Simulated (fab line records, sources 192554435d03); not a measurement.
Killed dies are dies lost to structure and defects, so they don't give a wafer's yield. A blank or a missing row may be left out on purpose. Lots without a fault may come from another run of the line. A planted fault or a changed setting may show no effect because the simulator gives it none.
fab line records | flow n5_finfet
record lots=4 wafers=11 last_day=18
route steps=1938 shown MOL_CONTACT_COAG@542 BEOL_M4@1111 PASSIVATION@1936
lots that met no fault: from a run of the same line without faults
start_h: hours from the record's first day to the start of the lot's first wafer shown | wait_h: hours since the lot's step before | " the same as in the row above | L1.1+2: a row that stands for several wafers | - no value, or no start given | * or withheld: withheld | < > ~ a bound
route shown NAME@n: a module of which the file shows steps, and the number in the route of the first | usual: mean/standard deviation of fault-free wafers | same: alike in all rows | chamber/n: place in a boat | sites: the reading at each site | _std_site: their standard deviation | _edge_site: outer sites' mean less inner sites' | radius_mm: how far each site lies from the wafer's centre | mask NAME#n: copy n | behind: the tool/chamber that last shaped the wafer | hold: why the lot was held/for how many hours/how that ended | device: the transistor (n, p or np) that didn't switch | end of line: the same wafers' tests at the end of the route | a step without rows: its recipe alone | killed: dies lost to structure and defects at the first sort, not the wafer's yield | map: a wafer's dies, x killed, . not, _ none there
set.NAME: the setting as run; set.NAME@STEP: as run at that earlier step | model.NAME: the simulator's own value behind a step, which no gauge read
lots at some steps of the route; a table a step, a row a wafer
services: from which hour (start_h, from the record's first day; less than 0 if before it) a tool's chamber was out of use, for how many hours, and why
## steps
# step N5_MOL_CONTACT_COAG_PRECLEAN_111
# recipe chemistry=NF3:NH3 afs_cycles=1 temp_c=30 time_s=20 sublimation_temp_c=180 sublimation_time_s=60 pressure_torr=3 rf_power_w=30
# step N5_MOL_CONTACT_COAG_TI_SIL_19
# recipe material=Ti target_thk_a=42 temp_c=200 chamber_pressure_pa=5 power_w=5000 time_s=15
# step N5_MOL_CONTACT_COAG_ALD_20
# recipe material=TiN target_thk_a=15 temp_c=400 ald_precursor_family=TiCl4 ald_co_reactant=NH3 pulse_time_s=1 purge_time_s=3 co_reactant_purge_time_s=2 co_reactant_pulse_time_s=2 ald_cycles=68 pressure_torr=3
# step N5_MOL_CONTACT_COAG_SIL_ANNEAL_21
# recipe temp_c=550 time_s=60 ambient=N2
# step N5_MOL_CONTACT_COAG_PRE_CLEAN_141
# recipe gas=H2/He time_s=60 temp_c=300
# step N5_MOL_CONTACT_COAG_SPUTTER_143
# recipe material=Co target_thk_a=25 temp_c=25 chamber_pressure_pa=0.2
# step N5_MOL_CONTACT_COAG_CO_FILL_22
# recipe material=Co target_thk_a=200 temp_c=200 precursor=CCTBA/H2 pressure_torr=30
# step N5_MOL_CONTACT_COAG_ANNEAL_113
# recipe temp_c=400 time_s=300 ambient=H2/N2
# step N5_MOL_CONTACT_COAG_PRE_CLEAN_142
# recipe gas=H2/He time_s=60 temp_c=300
# step N5_MOL_CONTACT_COAG_SPUTTER_130
# recipe material=Co target_thk_a=475 temp_c=25 chamber_pressure_pa=0.5 power_w=3000
# step N5_MOL_CONTACT_COAG_PRECLEAN_125
# recipe chemistry=DIW time_s=57.5 temp_c=23
# step N5_MOL_CONTACT_COAG_SRD_126
# recipe dry_time_s=32 dry=n2_spin spin_rpm=1500
# step N5_MOL_CONTACT_COAG_CMP_23
# recipe stop_on=SiO2 t_overpolish_s=1.5 post_cmp_clean=cu_alkaline down_force_psi=2 platen_rpm=50.289 pad_velocity_m_s=1.0006 target_thk_nm=0
# usual motor_current_A=7.7/1 overpolish_run_s=1.500/0.009 time_to_endpoint_s=10.5/2.6
# columns lot.wafer tool chamber start_h wait_h motor_current_A overpolish_run_s time_to_endpoint_s model.SiNx_of_GATE_CUT_SAC_CAP_01.thk_nm
L200.2 cmp-02 0 105.73 0.1 8.3 1.510 11.1 18.4
L200.1 " 1 " " 7.8 1.511 8.4 18.4
L200.5 " 3 " " 6.8 1.492 11.0 18.2
L215.3 cmp-02 3 201.75 0.1 6.2 1.508 15.5 18.2
L215.6 " 0 " " 8.6 1.495 22.4 19.2
L218.2 cmp-02 2 215.79 0.0 6.0 1.501 20.4 19.2
L218.3 " 1 " " 7.9 1.504 13.6 18.2
L218.5 " 2 " " 6.3 1.491 11.6 18.2
L221.4 cmp-03 3 233.38 0.1 8.2 1.506 6.3 18.4
L221.2 " 0 " " 6.8 1.489 4.9 18.4
L221.3 " 1 " " 6.8 1.506 9.3 18.4
# step N5_MOL_CONTACT_COAG_WET_ETCH_26
# recipe target=Co target_depth_nm=13
# step N5_MOL_CONTACT_COAG_WET_ETCH_116
# recipe chemistry=SC1-inhibited target_depth_nm=4.6 dry=ipa_marangoni rinse_time_s=30 rinse_temp_c=23
# step N5_MOL_CONTACT_COAG_ALD_27
# recipe material=SiOC target_thk_a=170 temp_c=400 ald_precursor_family=carbosiloxane ald_co_reactant=H2-plasma pulse_time_s=1.5 time_s=2720 purge_time_s=2 co_reactant_purge_time_s=2 ald_cycles=340 pressure_torr=2
# step N5_MOL_CONTACT_COAG_CMP_28
# recipe stop_on=SiNx t_overpolish_s=0.85 post_cmp_clean=alkaline_brush down_force_psi=4.15 platen_rpm=51.8 pad_velocity_m_s=1.0307 target_thk_nm=14.522
# usual motor_current_A=11.8/1.7
# columns lot.wafer tool chamber start_h wait_h motor_current_A model.SiNx_of_GATE_CUT_SAC_CAP_01.thk_nm
L200.2 cmp-02 0 108.15 0.8 13.3 18
L200.1 " 2 " " 9.5 18
L200.5 " 3 " " 10.2 17.8
L215.3 cmp-01 2 204.06 0.8 12.8 18
L215.6 " 1 " " 12.7 18.8
L218.2 cmp-02 3 218.40 0.8 10.2 18.8
L218.3 " 0 " " 12.6 17.8
L218.5 " 3 " " 9.9 17.8
L221.2 cmp-01 0 235.73 0.8 16.1 18
L221.4 " 2 " " 12.8 18
L221.3 " 3 " " 12.6 18
# step N5_MOL_CONTACT_COAG_THK_MEAS_29
# recipe reads=SiNx_of_GATE_CUT_PECVD_57+SiNx_of_GATE_CUT_SAC_CAP_01
# usual MD_CAP_THK=17.93/0.095
# columns lot.wafer tool chamber start_h wait_h MD_CAP_THK[nm]
L200.1 film_metro-01 - 108.41 - 18.05
L200.2 " - " " 17.98
L200.5 " - " " 17.84
L215.3 film_metro-01 - 204.32 - 17.92
L215.6 " - " " 18.83
L218.2 film_metro-02 - 218.65 - 18.89
L218.3 " - " " 17.84
L218.5 " - " " 17.84
L221.2 film_metro-02 - 236.03 - 18.03
L221.3 " - " " 18.01
L221.4 " - " " 17.99
# step N5_MOL_CONTACT_COAG_ALD_123
# recipe material=SiNx target_thk_a=50 temp_c=400 ald_precursor_family=SiH2I2 ald_co_reactant=N2/H2-plasma pulse_time_s=1 purge_time_s=2 co_reactant_purge_time_s=2 ald_cycles=100 pressure_torr=2
# step N5_MOL_CONTACT_COAG_PECVD_31
# recipe material=SiO2 target_thk_a=460 temp_c=400 precursor=TEOS/O2 pressure_torr=6.5 rf_w=withheld teos_flow_sccm=withheld gas=O2 flow_sccm=2650 time_s=8.9
# step N5_MOL_CONTACT_COAG_COAT_75
# recipe resist=SOC temp_c=250 time_s=60 spin_rpm=1500 resist_thk_nm=60
# step N5_MOL_CONTACT_COAG_COAT_76
# recipe resist=SiARC temp_c=220 time_s=60 spin_rpm=1500 resist_thk_nm=10
# step N5_MOL_CONTACT_COAG_COAT_77
# recipe resist=underlayer temp_c=205 time_s=60 spin_rpm=1500 resist_thk_nm=10
# step N5_MOL_CONTACT_COAG_COAT_78
# recipe resist=CAR-EUV spin_rpm=1500 resist_thk_nm=40
# step N5_MOL_CONTACT_COAG_EBR_80
# recipe solvent=PGMEA ebr_width_mm=1.5
# step N5_MOL_CONTACT_COAG_SOFTBAKE_79
# recipe temp_c=110 time_s=60 resist=CAR-EUV
# step N5_MOL_CONTACT_COAG_EXPOSE_81
# recipe mask_id=VG na=0.33 source_shape=annular sigma_inner=0.3 sigma_outer=0.7 polarization=unpolarized defocus_nm=0 dose_mj=59.5
# step N5_MOL_CONTACT_COAG_PEB_82
# recipe peb_temp_c=100 peb_time_s=60 resist=CAR-EUV
# step N5_MOL_CONTACT_COAG_DEVELOP_83
# recipe develop_time_s=30 developer=TMAH resist=CAR-EUV rinse_liquid=surfactant_rinse dry=air_spin dev_temp_c=23
# step N5_MOL_CONTACT_COAG_DESCUM_88
# recipe chemistry=O2 time_s=7 source_power_w=50 bias_power_w=20 pressure_mtorr=20 rf_frequency_hz=2.712e+07 temp_c=40 resist=CAR-EUV o2_flow_sccm=225
# step N5_MOL_CONTACT_COAG_ETCH_89
# recipe chemistry=N2/H2 target=underlayer target_depth_a=130 mask_material=CAR-EUV time_s=10.4 ion_energy_ev=200 pressure_mtorr=30 source_w=840 bias_w=150 n2_flow_sccm=200 h2_flow_sccm=200 ends=cleared
# step N5_MOL_CONTACT_COAG_ETCH_90
# recipe chemistry=CF4 target=SiARC target_depth_a=130 mask_material=CAR-EUV time_s=21.7 ion_energy_ev=80 pressure_mtorr=40 source_w=545 bias_w=36 Ar_flow_sccm=100 cf4_flow_sccm=100 ends=cleared
# step N5_MOL_CONTACT_COAG_ALD_131
# recipe material=SiO2 target_thk_a=50 temp_c=100 ald_precursor_family=BDEAS ald_co_reactant=O2-plasma pulse_time_s=1 co_reactant_pulse_time_s=1 purge_time_s=2 co_reactant_purge_time_s=2 ald_cycles=35 pressure_torr=2
# step N5_MOL_CONTACT_COAG_ETCHBACK_132
# recipe chemistry=CHF3 target=SiO2 target_depth_a=100 time_s=6.7 ion_energy_ev=200 pressure_mtorr=30 source_w=610 bias_w=170 Ar_flow_sccm=200 CHF3_flow_sccm=50
# step N5_MOL_CONTACT_COAG_ETCH_91
# recipe chemistry=N2/H2 target=SOC target_depth_a=600 overetch_a=210 mask_material=SiARC temp_c=40 time_s=101.2 ion_energy_ev=200 pressure_mtorr=30 source_w=840 bias_w=150 n2_flow_sccm=200 h2_flow_sccm=200
# step N5_MOL_CONTACT_COAG_STRIP_92
# recipe chemistry=N2/H2 temp_c=40 n2_flow_sccm=200 h2_flow_sccm=200 rf_frequency_hz=6e+07
# step N5_MOL_CONTACT_COAG_STRIP_93
# recipe chemistry=N2/H2 temp_c=40 n2_flow_sccm=200 h2_flow_sccm=200 rf_frequency_hz=6e+07
# step N5_MOL_CONTACT_COAG_ETCH_47
# recipe chemistry=CH3F/O2 target=SiNx target_depth_a=270 mask_material=SiO2 stop_on=W over_etch_frac=0.2 ion_energy_ev=120 endpoint=OES-CN pressure_mtorr=30 source_w=395 bias_w=73 Ar_flow_sccm=150 CH3F_flow_sccm=30 O2_flow_sccm=20 ends=end_point
# usual drypump_motor_current_A=5.9/0.59 etch_rf_on_time_s=31.5/0.61 oes_product_au=0.68/0.045 rf_vpp_V=300/5.8 showerhead_plenum_p_Torr=2.00/0.065 throttle_valve_pct=16.40/0.27
# columns lot.wafer tool chamber start_h wait_h drypump_motor_current_A etch_rf_on_time_s oes_product_au rf_hours_counter_h rf_vpp_V showerhead_plenum_p_Torr throttle_valve_pct model.etch.t_clear_s model.MOL_CONTACT_COAG.feature_depth_nm model.etch.depth_nm
L200.1 rie_diel-06 3 109.99 0.0 5.0 32.0 0.65 157 300 1.92 16.00 26.7 18.6 18.03
L200.2 " 2 " " 4.9 32.5 0.62 186 302 2.08 16.79 27.09 18.6 17.98
L200.5 " 3 " " 5.0 31.4 0.66 - 299 1.92 16.01 26.18 18.4 17.84
L215.3 rie_diel-05 2 206.02 0.0 6.3 32.1 0.63 206 295 2.00 16.73 26.76 18.6 17.93
L215.6 " 0 " " 6.4 31.9 0.73 - 305 2.03 16.40 26.6 19.4 18.83
L218.2 rie_diel-02 2 220.40 0.0 6.1 33.2 0.68 125 302 2.00 16.34 27.68 19.6 18.86
L218.3 " 3 " " 5.7 31.3 0.63 217 295 1.99 16.64 26.08 18.6 17.89
L218.5 " 0 " " 5.7 30.3 0.70 - 307 2.00 16.48 25.26 18.4 17.81
L221.2 rie_diel-02 3 237.73 0.0 5.7 32.0 0.62 224 294 1.99 16.64 26.64 18.6 18.07
L221.3 " 1 " " 6.7 31.1 0.71 100 292 2.11 16.14 25.94 18.6 18.01
L221.4 " 2 " " 6.1 31.4 0.68 131 303 2.00 16.33 26.12 18.6 18
# step N5_BEOL_M4_RC_MEAS_101
# usual DIBL_N=36.3/2 DIBL_P=36.3/2.4 IOFF_N=0.16/0.034 IOFF_P=0.21/0.035 ION_N=672/12 ION_P=459/6.5 SS_N=71.6/0.67 SS_P=73.3/0.71 VT_N=250/3.5 VT_P=-251/3
# columns lot.wafer tool chamber start_h wait_h DIBL_N[mV/V] DIBL_P[mV/V] IOFF_N[nA/um] IOFF_P[nA/um] ION_N[uA/um] ION_P[uA/um] SS_N[mV/dec] SS_P[mV/dec] VT_N[mV] VT_P[mV]
L200.1 prober-02 0 175.37 0.0 35.2 34.8 0.14 0.20 678 464 71.0 73.2 253 -249
L200.2 " 0 " " 33.0 32.0 0.11 0.16 658 454 70.8 72.1 256 -253
L200.5 " 0 " " 31.8 31.1 0.10 0.15 654 456 70.5 71.9 256 -256
L215.3 prober-02 0 293.59 0.3 37.7 38.0 0.17 0.22 674 470 72.5 73.3 251 -251
L215.6 " 0 " " 38.6 39.2 0.18 0.24 676 461 71.6 73.6 247 -246
L218.2 prober-02 0 296.36 0.2 33.6 32.7 0.13 0.16 674 456 71.3 72.5 251 -253
L218.3 " 0 " " 35.7 35.4 0.17 0.19 684 458 71.8 72.8 247 -251
L218.5 " 0 " " 36.7 37.5 0.20 0.22 695 467 72.5 73.0 244 -249
L221.2 prober-01 0 326.54 0.2 38.5 39.2 0.23 0.26 693 467 72.8 73.9 242 -247
L221.3 " 0 " " 37.8 38.4 0.23 0.26 685 459 72.2 73.7 243 -247
L221.4 " 0 " " 38.6 39.4 0.23 0.26 686 460 71.8 74.3 244 -245
# step N5_PASSIVATION_PROBE_49
# usual defect_limited_yield=91.4/1.5 killed_at_M0_to_M3=33/11 killed_at_M4_up=14/5.3 killed_at_contacts=13/6.2 killed_at_front_end=39/13 killed_at_other=3.1/2.8 killed_dies=102/17 killed_open=68/13 killed_short=32/7.8 sort_bin_5_function=5.1/0.95 sort_bin_6_memory=3.2/0.7 sort_n_pass=1078/18 sort_yield_pct=91.3/1.5
# same gross_dies=1180 killed_at_back_side=0 sort_bin_4_leakage[%]=0 sort_bin_8_speed[%]=0
# columns lot.wafer tool chamber start_h wait_h defect_limited_yield[%] killed_at_M0_to_M3 killed_at_M4_up killed_at_contacts killed_at_front_end killed_at_other killed_dies killed_open killed_short sort_bin_5_function[%] sort_bin_6_memory[%] sort_n_pass sort_yield_pct[%]
L221.2 prober-02 - 434.76 0.2 90.3 23 10 16 63 2 114 83 28 6.9 2.5 1066 90.3
L221.3 prober-02 - 434.81 0.2 91.5 32 9 16 39 4 100 69 28 5.3 3.0 1080 91.5
L221.4 prober-02 - 434.86 0.3 91.3 29 13 25 34 2 103 70 30 6.1 2.2 1077 91.3
# killed by level:class
L221.2 STI_FIN_REVEAL:geometric_particle:open=16 MOL_CONTACT_COAG:geometric_particle:open=15 FIN_SAQP:geometric_particle:open=8 BEOL_M1:geometric_particle:open=7 DUMMY_GATE:geometric_particle:open=6 GATE_CUT:geometric_particle:short=6 STARTING-WAFER:geometric_particle:open=6 BEOL_M2:geometric_particle:open=6
L221.3 STI_FIN_REVEAL:geometric_particle:open=20 MOL_CONTACT_COAG:geometric_particle:open=14 BEOL_M0_SAQP:geometric_particle:short=10 BEOL_M0_SAQP:geometric_particle:open=5 BEOL_M1:geometric_particle:open=5 BEOL_M3:geometric_particle:open=5 GATE_CUT:geometric_particle:short=4 GATE_CUT:geometric_particle:open=3
L221.4 MOL_CONTACT_COAG:geometric_particle:open=19 BEOL_M1:geometric_particle:open=10 GATE_CUT:geometric_particle:open=6 MOL_CONTACT_COAG:geometric_particle:short=6 BEOL_M0_SAQP:geometric_particle:open=5 BEOL_M2:geometric_particle:open=5 ILD0:geometric_particle:short=5 FIN_SAQP:geometric_particle:open=4
## services
# columns tool chamber start_h hours kind
cmp-03 - 91.87 5.3 pm
rie_diel-02 1 96.54 4.5 repair
rie_diel-05 3 102.56 2.6 repair
rie_diel-06 2 122.85 3.9 repair
rie_diel-06 0 138.95 18.3 repair
rie_diel-05 - 146.10 14.6 pm
cmp-01 - 146.36 4.0 pm
cmp-03 - 147.29 3.1 repair
cmp-01 - 150.36 - consumable_replace:conditioner
cmp-02 - 156.03 16.5 pm
rie_diel-05 0 161.45 14.5 repair
cmp-01 - 173.90 7.2 repair
rie_diel-05 2 176.47 4.3 repair
cmp-03 - 184.75 1.7 repair
cmp-01 - 187.32 1.9 repair
cmp-03 - 191.84 4.0 pm
cmp-02 - 203.16 2.4 repair
cmp-03 - 205.24 4.4 pm
rie_diel-02 - 212.23 1.0 repair
cmp-01 - 213.33 1.3 repair
cmp-02 - 226.00 6.5 pm
rie_diel-06 - 227.77 0.4 repair
rie_diel-05 3 229.94 6.9 repair
rie_diel-05 2 235.44 7.4 repair
## key
first_sign step=N5_MOL_CONTACT_COAG_CMP_23 reading=time_to_endpoint_s direction=up sigmas=4.2 usual=* struck=*
effect step=N5_MOL_CONTACT_COAG_THK_MEAS_29 reading=MD_CAP_THK direction=up sigmas=9.8 usual=17.93 struck=18.86
model_effect step=N5_MOL_CONTACT_COAG_CMP_23 value=SiNx_of_GATE_CUT_SAC_CAP_01.thk_nm without=18.2 struck=19.2
model_effect step=N5_MOL_CONTACT_COAG_CMP_28 value=SiNx_of_GATE_CUT_SAC_CAP_01.thk_nm without=17.8 struck=18.8
model_effect step=N5_MOL_CONTACT_COAG_ETCH_47 value=etch.t_clear_s without=25.68 struck=27.14
met_at N5_MOL_CONTACT_COAG_CMP_23
struck_wafers L215.6,L218.2
onset_between 105.73 201.75
fault kind=process_parameter_drift tool=cmp-02 chamber=- onset_h=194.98 steps=N5_MOL_CONTACT_COAG_CMP_23 channel=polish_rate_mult offset=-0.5 shape=step end_h=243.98 scope=struck_wafers_only
